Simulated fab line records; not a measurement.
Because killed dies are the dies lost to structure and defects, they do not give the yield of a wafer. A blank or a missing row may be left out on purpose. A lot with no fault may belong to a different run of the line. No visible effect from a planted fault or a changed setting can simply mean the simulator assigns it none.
fab line records	flow n5Finfet
[record] lots = 24	wafers = 72	lastDay = 20
route steps=1938 shown BEOL_M2@881
lots that met no fault: taken from a fault-free run of the same line
startH: the number of hours between the record's first day and the start of the first shown wafer of the lot	waitH: hours from the lot's prior step to this one	" unchanged from the row above	L1.1+2: one row covering several wafers at once	- no value, or no start was given	* or withheld: withheld	< > ~ a bound
route shown NAME@n: a module of which the file shows steps, and the number in the route of the first	usual: average and standard deviation across the fault-free wafers	same: alike in all rows	chamber/n: place in a boat	sites: each site's reading	_std_site: how widely they spread, as a standard deviation	_edge_site: the outer-site mean with the inner-site mean subtracted	radiusMm: how far each site lies from the wafer's centre	mask NAME#n: copy n	behind: the most recent tool/chamber to have shaped the wafer	hold: cause of the lot's hold/its duration in hours/its outcome	device: transistor that didn't switch, given as n, p or np	end of line: the same wafers' tests at the end of the route	a step without rows: its recipe alone	killed: the dies lost at the first sort to structure and to defects; this is not the yield of the wafer	map: a wafer's dies, marking killed ones x, the rest . and places with no die _
set.NAME: the setting that was run; set.NAME@STEP: the one run at that earlier step	model.NAME: the simulator's own value behind a step, which no gauge read
the route's steps for a sample of lots (tables are steps, rows are wafers)
services: the hour from which a tool's chamber was out of use, counted from the record's first day as startH (under 0 if before that day), plus the number of hours and why
[[steps]]
[step N5_BEOL_M2_ETCH_69]
[recipe] chemistry = CF4	target = SiARC	targetDepthA = 156	maskMaterial = CAR-EUV	timeS = 26	ionEnergyEv = 80	pressureMtorr = 40	sourceW = 545	biasW = 36	Ar_flow_sccm = 100	cf4FlowSccm = 100	ends = cleared
[usual] drypumpMotorCurrentA = 5.9/0.43	etchRfOnTimeS = 26.1/0.31	oesProductAu = 0.67/0.069	rfVppV = 184.2/1	showerheadPlenumPTorr = 2.15/0.055	throttleValvePct = 15.71/0.2
lot.wafer	tool	chamber	startH	waitH	drypumpMotorCurrentA	etchRfOnTimeS	oesProductAu	rfHoursCounterH	rfVppV	showerheadPlenumPTorr	throttleValvePct
L074.1	rieDiel-04	1	141.14	0.0	6.3	26.3	0.58	244	184.0	2.11	15.83
L074.3	"	3	"	"	5.5	25.7	0.83	5	183.7	2.20	15.42
L074.5	"	1	"	"	6.2	26.6	0.58	-	184.4	2.11	15.82
L075.2	rieDiel-04	2	148.07	0.0	5.5	26.5	0.61	171	184.1	2.14	15.88
L075.3	"	3	"	"	5.5	25.5	0.82	8	185.0	2.20	15.44
L075.6	"	1	"	"	6.2	26.5	0.58	-	183.4	2.11	15.82
L077.2	rieDiel-05	3	148.14	0.0	6.0	26.1	0.71	78	183.6	2.08	15.75
L077.5	"	3	"	"	6.0	25.8	0.71	-	182.7	2.08	15.74
L077.6	"	0	"	"	5.7	26.5	0.72	-	185.0	2.26	15.68
L076.1	rieDiel-04	2	152.25	0.0	5.5	26.3	0.60	173	184.5	2.14	15.90
L076.2	"	1	"	"	6.2	26.0	0.58	249	184.5	2.11	15.83
L076.4	"	3	"	"	5.5	25.3	0.82	10	185.5	2.20	15.44
L078.1	rieDiel-04	3	160.51	0.0	5.5	25.4	0.81	12	185.4	2.20	15.43
L078.4	"	0	"	"	6.2	26.4	0.57	-	183.3	2.19	15.81
L078.6	"	1	"	"	6.2	26.1	0.57	-	183.6	2.11	15.84
L079.1	rieDiel-01	1	162.13	0.0	5.6	25.8	0.66	163	183.7	2.14	15.79
L079.3	"	3	"	"	5.2	26.0	0.66	120	184.2	2.15	15.86
L079.5	"	3	"	"	5.2	25.6	0.67	-	183.3	2.15	15.85
L081.2	rieDiel-01	1	183.08	0.0	5.7	25.8	0.65	169	184.4	2.14	15.78
L081.5	"	1	"	"	5.6	25.7	0.65	-	183.8	2.14	15.79
L081.6	"	2	"	"	5.0	26.0	0.58	-	184.9	2.19	15.66
L080.1	rieDiel-04	2	183.24	0.0	5.6	26.3	0.61	183	183.9	2.13	15.94
L080.3	"	2	"	"	5.6	26.4	0.60	-	183.9	2.13	15.91
L080.5	"	2	"	"	5.5	26.5	0.60	-	184.9	2.13	15.92
L082.2	rieDiel-05	2	193.83	0.0	6.1	26.1	0.62	199	184.6	2.20	15.91
L082.3	"	0	"	"	5.7	26.3	0.69	78	186.4	2.25	15.68
L082.5	"	3	"	"	5.9	25.7	0.70	-	183.1	2.08	15.77
L083.3	rieDiel-01	3	194.00	0.0	5.2	25.7	0.65	132	184.7	2.14	15.88
L083.4	"	0	"	"	6.5	26.1	0.73	57	184.0	2.09	15.49
L083.5	"	1	"	"	5.6	26.2	0.65	-	185.3	2.14	15.79
L084.2	rieDiel-05	1	194.06	0.0	6.6	25.8	0.66	143	185.3	2.14	15.47
L084.4	"	2	"	"	6.1	25.9	0.62	199	185.5	2.20	15.94
L084.5	"	3	"	"	6.0	25.8	0.69	-	184.1	2.07	15.76
L085.2	rieDiel-04	2	198.98	0.0	5.6	26.5	0.60	189	184.8	2.13	15.94
L085.3	"	3	"	"	5.5	25.8	0.77	27	186.4	2.19	15.47
L085.4	"	3	"	"	5.5	25.7	0.78	-	182.3	2.19	15.47
L086.2	rieDiel-04	3	208.51	0.0	5.5	25.6	0.77	30	184.7	2.19	15.49
L086.3	"	0	"	"	6.2	26.2	0.79	7	185.1	2.19	15.35
L086.4	"	0	"	"	6.2	26.0	0.79	-	185.6	2.19	15.32
L088.1	rieDiel-05	2	220.35	0.0	6.0	26.1	0.61	209	184.9	2.20	15.96
L088.2	"	1	"	"	6.6	26.2	0.66	151	184.2	2.14	15.49
L088.4	"	0	"	"	5.7	26.6	0.68	86	184.0	2.25	15.69
L087.1	rieDiel-05	1	220.95	0.0	6.6	25.7	0.66	151	184.1	2.14	15.50
L087.4	"	0	"	"	5.7	26.2	0.69	87	186.2	2.25	15.70
L087.6	"	0	"	"	5.7	26.3	0.69	-	185.2	2.25	15.70
L089.2	rieDiel-04	2	238.74	0.0	5.5	26.5	0.59	202	183.0	2.13	15.95
L089.3	"	0	"	"	6.2	26.0	0.77	13	183.8	2.19	15.35
L089.5	"	2	"	"	5.6	26.2	0.59	-	183.4	2.13	15.95
L090.2	rieDiel-05	2	253.57	0.0	6.0	26.2	0.61	220	184.5	2.20	15.95
L090.3	"	0	"	"	5.7	26.3	0.67	98	186.1	2.25	15.72
L090.6	"	3	"	"	6.0	25.9	0.68	-	183.5	2.07	15.82
L092.1	rieDiel-05	3	262.27	0.0	5.9	25.7	0.67	119	183.0	2.07	15.82
L092.2	"	1	"	"	6.6	25.8	0.65	165	183.4	2.14	15.54
L092.6	"	3	"	"	5.9	25.7	0.67	-	181.4	2.07	15.83
L094.1	rieDiel-01	0	275.15	0.0	6.5	26.1	0.70	89	183.4	2.08	15.55
L094.2	"	2	"	"	5.0	25.7	0.79	18	184.2	2.19	15.22
L094.3	"	1	"	"	5.6	26.0	0.62	206	183.3	2.12	15.86
L093.3	rieDiel-01	0	276.85	0.0	6.5	26.3	0.69	89	182.2	2.08	15.55
L093.4	"	1	"	"	5.6	26.0	0.62	206	184.4	2.12	15.88
L093.5	"	1	"	"	5.7	25.8	0.63	-	183.4	2.12	15.86
L091.1	rieDiel-05	1	284.26	0.0	6.6	26.2	0.64	173	183.9	2.13	15.54
L091.3	"	0	"	"	5.7	26.5	0.67	109	184.4	2.24	15.75
L091.6	"	0	"	"	5.7	26.4	0.67	-	184.2	2.24	15.75
L095.4	rieDiel-05	3	285.28	0.0	6.0	26.0	0.66	127	182.8	2.06	15.83
L095.5	"	3	"	"	6.0	25.9	0.67	-	184.4	2.06	15.84
L095.6	"	0	"	"	5.7	26.1	0.67	-	184.8	2.24	15.73
L096.2	rieDiel-05	2	287.44	0.0	6.0	26.4	0.60	232	184.0	2.19	16.00
L096.3	"	0	"	"	5.7	26.2	0.66	110	185.1	2.24	15.75
L096.6	"	1	"	"	6.6	26.2	0.63	-	184.8	2.13	15.56
L097.1	rieDiel-01	2	292.08	0.0	5.0	25.9	0.78	25	184.6	2.18	15.22
L097.2	"	0	"	"	6.5	26.3	0.69	94	183.2	2.08	15.57
L097.5	"	1	"	"	5.6	26.4	0.61	-	183.7	2.12	15.88
[step N5_BEOL_M2_ANNEAL_82]
[recipe] tempC = 400	timeS = 240	ambient = vacuum
[usual] heaterPowerW = 879/96
lot.wafer	tool	chamber	startH	waitH	heaterPowerW
L074.1	pvdSputter-01	-	151.49	0.0	788
L074.3	"	-	"	"	865
L074.5	"	-	"	"	851
L075.2	pvdSputter-03	-	157.18	0.0	756
L075.3	"	-	"	"	1027
L075.6	"	-	"	"	823
L077.2	pvdSputter-01	-	157.46	0.0	978
L077.5	"	-	"	"	784
L077.6	"	-	"	"	976
L076.1	pvdSputter-02	-	161.72	0.0	948
L076.2	"	-	"	"	922
L076.4	"	-	"	"	930
L078.1	pvdSputter-03	-	166.98	0.0	797
L078.4	"	-	"	"	1024
L078.6	"	-	"	"	1017
L079.1	pvdSputter-01	-	167.23	0.0	807
L079.3	"	-	"	"	999
L079.5	"	-	"	"	784
L081.2	pvdSputter-01	-	188.88	0.0	993
L081.5	"	-	"	"	792
L081.6	"	-	"	"	759
L080.1	pvdSputter-01	-	190.76	0.0	800
L080.3	"	-	"	"	961
L080.5	"	-	"	"	1013
L082.2	pvdSputter-02	-	198.74	0.0	910
L082.3	"	-	"	"	978
L082.5	"	-	"	"	927
L083.3	pvdSputter-03	-	206.39	0.0	997
L083.4	"	-	"	"	809
L083.5	"	-	"	"	752
L084.2	pvdSputter-03	-	208.67	0.0	989
L084.4	"	-	"	"	797
L084.5	"	-	"	"	815
L085.2	pvdSputter-02	-	213.24	0.0	913
L085.3	"	-	"	"	1007
L085.4	"	-	"	"	970
L086.2	pvdSputter-02	-	220.30	0.0	916
L086.3	"	-	"	"	976
L086.4	"	-	"	"	898
L087.1	pvdSputter-03	-	226.63	0.0	829
L087.4	"	-	"	"	794
L087.6	"	-	"	"	744
L088.1	pvdSputter-01	-	230.11	0.0	755
L088.2	"	-	"	"	1005
L088.4	"	-	"	"	795
L089.2	pvdSputter-03	-	248.88	0.0	1030
L089.3	"	-	"	"	838
L089.5	"	-	"	"	750
L090.2	pvdSputter-01	-	259.67	0.0	864
L090.3	"	-	"	"	793
L090.6	"	-	"	"	787
L093.3	pvdSputter-03	-	285.06	0.0	1021
L093.4	"	-	"	"	843
L093.5	"	-	"	"	813
L092.1	pvdSputter-02	-	285.27	0.0	929
L092.2	"	-	"	"	968
L092.6	"	-	"	"	1030
L094.1	pvdSputter-01	-	289.77	0.0	785
L094.2	"	-	"	"	777
L094.3	"	-	"	"	873
L091.1	pvdSputter-02	-	296.15	0.0	1049
L091.3	"	-	"	"	922
L091.6	"	-	"	"	960
L095.4	pvdSputter-02	-	302.42	0.0	919
L095.5	"	-	"	"	931
L095.6	"	-	"	"	983
L097.1	pvdSputter-03	-	306.96	0.0	1010
L097.2	"	-	"	"	803
L097.5	"	-	"	"	827
L096.2	pvdSputter-02	-	311.38	0.0	938
L096.3	"	-	"	"	953
L096.6	"	-	"	"	966
[step N5_BEOL_M2_SPUTTER_96]
[recipe] material = Cu	targetThkA = 45	tempC = -20	chamberPressurePa = 0.07	powerW = withheld	timeS = 8.29
[usual] chuckSensorTempC = -16.1/0.65	throttleValvePct = 29.9/1.2
lot.wafer	tool	chamber	startH	waitH	chuckSensorTempC	throttleValvePct
L074.1	pvdSputter-01	-	152.73	0.1	-16.3	28.1
L074.3	"	-	"	"	-17.5	30.3
L074.5	"	-	"	"	-17.5	30.5
L075.2	pvdSputter-03	-	158.42	0.1	-15.9	29.3
L075.3	"	-	"	"	-17.5	30.9
L075.6	"	-	"	"	-15.4	32.3
L077.2	pvdSputter-01	-	158.70	0.1	-15.6	30.2
L077.5	"	-	"	"	-16.2	28.3
L077.6	"	-	"	"	-15.8	30.0
L076.1	pvdSputter-02	-	162.96	0.1	-16.0	28.3
L076.2	"	-	"	"	-15.4	31.2
L076.4	"	-	"	"	-15.5	31.4
L078.1	pvdSputter-03	-	168.22	0.1	-16.1	28.9
L078.4	"	-	"	"	-17.6	31.3
L078.6	"	-	"	"	-17.4	31.2
L079.1	pvdSputter-01	-	168.47	0.1	-16.3	28.3
L079.3	"	-	"	"	-15.7	30.0
L079.5	"	-	"	"	-16.0	28.9
L081.2	pvdSputter-01	-	190.12	0.1	-15.6	30.2
L081.5	"	-	"	"	-16.4	28.2
L081.6	"	-	"	"	-16.2	29.1
L080.1	pvdSputter-01	-	192.00	0.1	-16.3	28.2
L080.3	"	-	"	"	-15.7	30.0
L080.5	"	-	"	"	-15.8	29.9
L082.2	pvdSputter-02	-	199.98	0.1	-15.3	31.2
L082.3	"	-	"	"	-16.1	28.4
L082.5	"	-	"	"	-15.9	30.4
L083.3	pvdSputter-03	-	207.63	0.1	-17.5	31.3
L083.4	"	-	"	"	-16.2	28.9
L083.5	"	-	"	"	-16.1	29.4
L084.2	pvdSputter-03	-	209.91	0.1	-17.6	30.9
L084.4	"	-	"	"	-16.3	29.0
L084.5	"	-	"	"	-15.2	32.2
L085.2	pvdSputter-02	-	214.48	0.1	-15.4	31.6
L085.3	"	-	"	"	-15.8	30.2
L085.4	"	-	"	"	-16.0	28.4
L086.2	pvdSputter-02	-	221.54	0.1	-15.7	30.2
L086.3	"	-	"	"	-16.1	28.4
L086.4	"	-	"	"	-15.3	31.4
L087.1	pvdSputter-03	-	228.02	0.1	-15.4	32.2
L087.4	"	-	"	"	-16.4	28.9
L087.6	"	-	"	"	-16.1	29.3
L088.1	pvdSputter-01	-	231.35	0.1	-16.0	28.9
L088.2	"	-	"	"	-15.7	30.0
L088.4	"	-	"	"	-16.3	28.3
L089.2	pvdSputter-03	-	250.12	0.1	-17.3	31.1
L089.3	"	-	"	"	-15.2	32.1
L089.5	"	-	"	"	-15.9	29.4
L090.2	pvdSputter-01	-	260.91	0.1	-17.6	30.5
L090.3	"	-	"	"	-16.1	28.6
L090.6	"	-	"	"	-16.2	28.2
L093.3	pvdSputter-03	-	286.30	0.1	-17.5	31.2
L093.4	"	-	"	"	-15.1	32.1
L093.5	"	-	"	"	-15.1	32.4
L092.1	pvdSputter-02	-	286.51	0.1	-15.9	30.6
L092.2	"	-	"	"	-15.9	28.7
L092.6	"	-	"	"	-15.7	30.2
L094.1	pvdSputter-01	-	291.01	0.1	-16.3	28.3
L094.2	"	-	"	"	-16.1	29.0
L094.3	"	-	"	"	-17.5	30.1
L091.1	pvdSputter-02	-	297.39	0.1	-15.7	29.9
L091.3	"	-	"	"	-15.7	31.1
L091.6	"	-	"	"	-16.0	28.7
L095.4	pvdSputter-02	-	303.66	0.1	-15.7	30.2
L095.5	"	-	"	"	-16.0	30.0
L095.6	"	-	"	"	-15.9	28.4
L097.1	pvdSputter-03	-	308.20	0.1	-17.4	31.1
L097.2	"	-	"	"	-16.2	29.0
L097.5	"	-	"	"	-15.1	32.2
L096.2	pvdSputter-02	-	312.62	0.1	-15.9	30.3
L096.3	"	-	"	"	-16.0	28.7
L096.6	"	-	"	"	-16.1	28.6
[step N5_BEOL_M2_ANNEAL_51]
[recipe] tempC = 225	timeS = 90	ambient = N2
[usual] annealTempC = 225.05/0.18	wafer_temp_C_max = 226.1/0.3
lot.wafer	tool	chamber	startH	waitH	annealTempC	wafer_temp_C_max
L074.1	rtpAnneal-01	0	152.92	0.1	224.94	225.8
L074.3	"	0	"	"	224.84	225.8
L074.5	"	0	"	"	225.01	226.0
L075.2	rtpAnneal-02	0	158.66	0.1	225.08	225.6
L075.3	"	0	"	"	225.34	226.2
L075.6	"	0	"	"	225.22	226.2
L077.2	rtpAnneal-02	0	158.94	0.1	225.20	226.3
L077.5	"	0	"	"	224.94	226.0
L077.6	"	0	"	"	225.17	226.4
L076.1	rtpAnneal-02	0	163.16	0.1	225.14	226.2
L076.2	"	0	"	"	225.05	226.4
L076.4	"	0	"	"	224.91	226.4
L078.1	rtpAnneal-02	0	168.42	0.1	224.97	226.1
L078.4	"	0	"	"	225.15	226.1
L078.6	"	0	"	"	225.54	226.0
L079.1	rtpAnneal-02	0	168.69	0.1	224.75	226.5
L079.3	"	0	"	"	225.14	226.3
L079.5	"	0	"	"	224.84	226.5
L081.2	rtpAnneal-01	0	190.36	0.1	225.04	226.1
L081.5	"	0	"	"	225.18	226.1
L081.6	"	0	"	"	225.10	225.9
L080.1	rtpAnneal-01	0	192.21	0.1	224.78	225.9
L080.3	"	0	"	"	225.03	225.9
L080.5	"	0	"	"	225.08	226.1
L082.2	rtpAnneal-01	0	200.23	0.1	224.68	225.8
L082.3	"	0	"	"	224.72	225.9
L082.5	"	0	"	"	224.89	226.0
L083.3	rtpAnneal-02	0	208.68	0.9	224.99	226.2
L083.4	"	0	"	"	224.92	226.7
L083.5	"	0	"	"	224.74	225.7
L084.2	rtpAnneal-02	0	210.15	0.1	225.24	226.5
L084.4	"	0	"	"	225.04	226.6
L084.5	"	0	"	"	225.11	226.3
L085.2	rtpAnneal-01	0	214.72	0.1	225.20	225.7
L085.3	"	0	"	"	225.20	225.5
L085.4	"	0	"	"	225.32	225.7
L086.2	rtpAnneal-02	0	221.78	0.1	224.96	226.1
L086.3	"	0	"	"	224.76	226.3
L086.4	"	0	"	"	224.72	225.8
L087.1	rtpAnneal-01	0	228.47	0.3	225.20	226.1
L087.4	"	0	"	"	225.21	225.3
L087.6	"	0	"	"	225.13	225.6
L088.1	rtpAnneal-01	0	231.57	0.1	225.03	225.8
L088.2	"	0	"	"	224.92	225.9
L088.4	"	0	"	"	225.11	225.6
L089.2	rtpAnneal-02	0	250.36	0.1	224.99	225.9
L089.3	"	0	"	"	224.88	226.2
L089.5	"	0	"	"	225.14	226.5
L090.2	rtpAnneal-01	0	261.21	0.2	224.81	225.6
L090.3	"	0	"	"	224.94	226.2
L090.6	"	0	"	"	224.97	225.6
L093.3	rtpAnneal-01	0	286.59	0.1	225.12	225.8
L093.4	"	0	"	"	225.27	225.7
L093.5	"	0	"	"	225.06	226.1
L092.1	rtpAnneal-02	0	286.71	0.1	224.80	226.5
L092.2	"	0	"	"	224.81	226.2
L092.6	"	0	"	"	224.82	226.3
L094.1	rtpAnneal-01	0	291.21	0.1	225.03	225.9
L094.2	"	0	"	"	224.94	226.1
L094.3	"	0	"	"	224.92	225.8
L091.1	rtpAnneal-01	0	297.59	0.1	225.10	226.0
L091.3	"	0	"	"	224.89	226.0
L091.6	"	0	"	"	225.06	225.9
L095.4	rtpAnneal-02	0	303.99	0.2	225.13	226.4
L095.5	"	0	"	"	225.15	226.4
L095.6	"	0	"	"	224.94	226.4
L097.1	rtpAnneal-01	0	308.40	0.1	225.13	226.1
L097.2	"	0	"	"	225.10	225.8
L097.5	"	0	"	"	225.33	226.0
L096.2	rtpAnneal-01	0	312.86	0.1	224.79	225.6
L096.3	"	0	"	"	225.08	225.7
L096.6	"	0	"	"	225.05	225.7
[step N5_BEOL_M2_CO_CAP_55]
[recipe] material = Co	targetThkA = 20	tempC = 200	precursor = CCTBA/H2	pressureTorr = 30	timeS = 102.1
[usual] heaterPowerW = 226/48
lot.wafer	tool	chamber	startH	waitH	heaterPowerW
L074.1	cvdCo-01	1	153.59	0.0	181
L074.3	"	2	"	"	194
L074.5	"	2	"	"	195
L075.2	cvdCo-01	0	159.28	0.0	306
L075.3	"	1	"	"	176
L075.6	"	2	"	"	194
L077.2	cvdCo-01	2	159.57	0.0	192
L077.5	"	1	"	"	176
L077.6	"	2	"	"	194
L076.1	cvdCo-01	1	163.85	0.0	176
L076.2	"	2	"	"	189
L076.4	"	1	"	"	179
L078.1	cvdCo-02	1	169.09	0.0	267
L078.4	"	1	"	"	259
L078.6	"	0	"	"	216
L079.1	cvdCo-02	2	169.36	0.0	201
L079.3	"	1	"	"	266
L079.5	"	0	"	"	217
L081.2	cvdCo-01	0	190.99	0.0	305
L081.5	"	0	"	"	309
L081.6	"	2	"	"	190
L080.1	cvdCo-02	0	192.89	0.0	219
L080.3	"	2	"	"	203
L080.5	"	0	"	"	219
L082.2	cvdCo-01	1	200.85	0.0	178
L082.3	"	0	"	"	310
L082.5	"	1	"	"	181
L083.3	cvdCo-01	2	209.26	0.0	193
L083.4	"	2	"	"	196
L083.5	"	0	"	"	303
L084.2	cvdCo-01	2	210.77	0.0	194
L084.4	"	1	"	"	180
L084.5	"	2	"	"	197
L085.2	cvdCo-01	1	215.34	0.0	181
L085.3	"	0	"	"	307
L085.4	"	1	"	"	185
L086.2	cvdCo-01	0	222.42	0.0	306
L086.3	"	2	"	"	195
L086.4	"	2	"	"	195
L087.1	cvdCo-01	1	229.14	0.0	177
L087.4	"	2	"	"	198
L087.6	"	1	"	"	179
L088.1	cvdCo-02	2	232.23	0.0	208
L088.2	"	1	"	"	258
L088.4	"	0	"	"	217
L089.2	cvdCo-01	2	251.05	0.0	199
L089.3	"	0	"	"	303
L089.5	"	2	"	"	191
L090.2	cvdCo-01	1	261.85	0.0	181
L090.3	"	2	"	"	197
L090.6	"	2	"	"	192
L093.3	cvdCo-02	1	287.17	0.0	263
L093.4	"	2	"	"	206
L093.5	"	1	"	"	261
L092.1	cvdCo-01	0	287.38	0.0	311
L092.2	"	1	"	"	182
L092.6	"	1	"	"	180
L094.1	cvdCo-02	1	291.87	0.0	268
L094.2	"	0	"	"	221
L094.3	"	2	"	"	209
L091.1	cvdCo-01	2	298.26	0.0	191
L091.3	"	0	"	"	306
L091.6	"	0	"	"	309
L095.4	cvdCo-01	1	304.56	0.0	184
L095.5	"	2	"	"	196
L095.6	"	0	"	"	308
L097.1	cvdCo-02	2	309.15	0.0	208
L097.2	"	1	"	"	269
L097.5	"	0	"	"	217
L096.2	cvdCo-02	0	313.48	0.0	222
L096.3	"	2	"	"	210
L096.6	"	1	"	"	274
[step N5_BEOL_M2_RS_MEAS_58]
[recipe] thkMeasGauge = four-point-probe	reads = Co_of_BEOL_M2_CO_CAP_55+Cu_of_BEOL_M2_ECD_50+Co_of_BEOL_M2_CVD_47+TaN_of_BEOL_M2_ALD_84
[usual] M2_RS = 0.666/0.026
lot.wafer	tool	chamber	startH	waitH	M2_RS[ohm/sq]
L074.1	filmMetro-02	-	153.79	0.0	0.689
L074.3	"	-	"	"	0.654
L074.5	"	-	"	"	0.697
L075.2	filmMetro-01	-	159.46	0.1	0.659
L075.3	"	-	"	"	0.668
L075.6	"	-	"	"	0.684
L077.2	filmMetro-02	-	159.75	0.1	0.630
L077.5	"	-	"	"	0.627
L077.6	"	-	"	"	0.702
L076.1	filmMetro-01	-	164.07	0.0	0.685
L076.2	"	-	"	"	0.667
L076.4	"	-	"	"	0.666
L078.1	filmMetro-01	-	169.27	0.0	0.673
L078.4	"	-	"	"	0.687
L078.6	"	-	"	"	0.646
L079.1	filmMetro-02	-	169.57	0.1	0.622
L079.3	"	-	"	"	0.621
L079.5	"	-	"	"	0.637
L081.2	filmMetro-02	-	191.17	0.1	0.642
L081.5	"	-	"	"	0.692
L081.6	"	-	"	"	0.694
L080.1	filmMetro-02	-	193.08	0.0	0.689
L080.3	"	-	"	"	0.704
L080.5	"	-	"	"	0.691
L082.2	filmMetro-02	-	201.04	0.1	0.661
L082.3	"	-	"	"	0.695
L082.5	"	-	"	"	0.652
L083.3	filmMetro-01	-	209.44	0.1	0.709
L083.4	"	-	"	"	0.719
L083.5	"	-	"	"	0.713
L084.2	filmMetro-01	-	210.98	0.1	0.682
L084.4	"	-	"	"	0.646
L084.5	"	-	"	"	0.647
L085.2	filmMetro-02	-	215.56	0.1	0.654
L085.3	"	-	"	"	0.683
L085.4	"	-	"	"	0.659
L086.2	filmMetro-01	-	222.61	0.1	0.680
L086.3	"	-	"	"	0.667
L086.4	"	-	"	"	0.660
L087.1	filmMetro-02	-	229.32	0.0	0.729
L087.4	"	-	"	"	0.674
L087.6	"	-	"	"	0.644
L088.1	filmMetro-02	-	232.44	0.1	0.670
L088.2	"	-	"	"	0.656
L088.4	"	-	"	"	0.682
L089.2	filmMetro-01	-	251.24	0.1	0.696
L089.3	"	-	"	"	0.643
L089.5	"	-	"	"	0.688
L090.2	filmMetro-02	-	262.03	0.1	0.619
L090.3	"	-	"	"	0.612
L090.6	"	-	"	"	0.610
L093.3	filmMetro-01	-	287.35	0.1	0.649
L093.4	"	-	"	"	0.608
L093.5	"	-	"	"	0.637
L092.1	filmMetro-01	-	287.56	0.0	0.705
L092.2	"	-	"	"	0.683
L092.6	"	-	"	"	0.689
L094.1	filmMetro-01	-	292.06	0.0	0.663
L094.2	"	-	"	"	0.679
L094.3	"	-	"	"	0.665
L091.1	filmMetro-02	-	298.44	0.0	0.640
L091.3	"	-	"	"	0.671
L091.6	"	-	"	"	0.688
L095.4	filmMetro-01	-	304.71	0.0	0.697
L095.5	"	-	"	"	0.607
L095.6	"	-	"	"	0.690
L097.1	filmMetro-02	-	309.34	0.0	0.659
L097.2	"	-	"	"	0.657
L097.5	"	-	"	"	0.661
L096.2	filmMetro-01	-	313.67	0.1	0.702
L096.3	"	-	"	"	0.676
L096.6	"	-	"	"	0.685
[[services]]
tool	chamber	startH	hours	kind
rieDiel-04	-	119.54	2.3	repair
cvdCo-02	1	125.87	8.3	repair
rieDiel-05	-	132.88	14.6	pm
cvdCo-01	-	139.68	13.0	repair
rieDiel-04	0	160.67	-	clean
rieDiel-04	0	160.67	-	consumableReplace:focusRing
rieDiel-04	0	160.67	25.2	scheduledDown
rieDiel-04	0	160.67	25.2	ventCycle
cvdCo-01	0	162.33	9.3	repair
rieDiel-05	1	173.90	8.8	repair
rieDiel-04	1	176.16	8.1	repair
rieDiel-01	0	182.28	1.9	repair
cvdCo-02	-	183.14	0.6	repair
rieDiel-04	1	185.89	-	clean
rieDiel-01	2	190.80	1.6	repair
rieDiel-04	0	214.62	7.9	repair
cvdCo-01	-	218.09	2.8	repair
rtpAnneal-02	-	226.87	3.0	pm
cvdCo-01	-	232.07	6.9	pm
rieDiel-05	-	236.95	2.4	repair
pvdSputter-02	-	265.13	12.8	repair
rieDiel-04	2	287.32	7.5	repair
rieDiel-04	2	308.08	5.8	repair
rieDiel-05	2	313.06	5.9	repair
[[key]]
fault none
